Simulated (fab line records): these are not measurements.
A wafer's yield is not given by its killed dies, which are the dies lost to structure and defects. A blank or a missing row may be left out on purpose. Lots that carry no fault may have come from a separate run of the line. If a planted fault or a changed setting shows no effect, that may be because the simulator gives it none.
Matching of chambers / flow n5 finfet / N5_BEOL_M9_PECVD_70 on pecvd-01: 3 sister chambers
The step deposits SiO2 from TEOS/O2, target thk 20 nm, time 22.7 s. 3 wafers are shown with their chamber, then 8 later ones without.

## WAFERS PAIRED WITH THEIR CHAMBERS
wafer=L261.5; chamber=0; throttle valve pct (%)=22.4
wafer=L262.5; chamber=1; throttle valve pct (%)=21.9
wafer=L260.1; chamber=2; throttle valve pct (%)=24.4

## WAFERS MISSING THEIR CHAMBER
wafer=L260.4; throttle valve pct (%)=24.2
wafer=L260.6; throttle valve pct (%)=22.4
wafer=L271.1; throttle valve pct (%)=22.5
wafer=L271.3; throttle valve pct (%)=24.2
wafer=L271.5; throttle valve pct (%)=22.3
wafer=L275.2; throttle valve pct (%)=22.5
wafer=L275.3; throttle valve pct (%)=22.2
wafer=L275.4; throttle valve pct (%)=22.0

## EACH ONE'S CHAMBER
wafer=L260.4; from the rows above=2; in truth=2
wafer=L260.6; from the rows above=0; in truth=0
wafer=L271.1; from the rows above=0; in truth=0
wafer=L271.3; from the rows above=2; in truth=2
wafer=L271.5; from the rows above=0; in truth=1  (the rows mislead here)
wafer=L275.2; from the rows above=0; in truth=0
wafer=L275.3; from the rows above=can't be placed: 0 or 1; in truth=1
wafer=L275.4; from the rows above=1; in truth=1
Placed correctly: 6 of 8. Unplaceable from these rows: 1, with the true chamber sitting among the candidates in 1. Number placed wrongly: 1.
How it was worked out, from the rows above alone: a wafer's distance from a chamber is the root of the sum, over the readings, of the square of ((its reading less the chamber's mean) divided by the reading's scatter). If the next closest chamber is less than 2 further off than the closest, the wafer can't be placed; otherwise it belongs to the closest. Each chamber's mean is taken over the wafers shown for it. The scatter: with one shown wafer a chamber, the root of the mean of the squares of how far each hidden wafer lies from its nearest shown one.
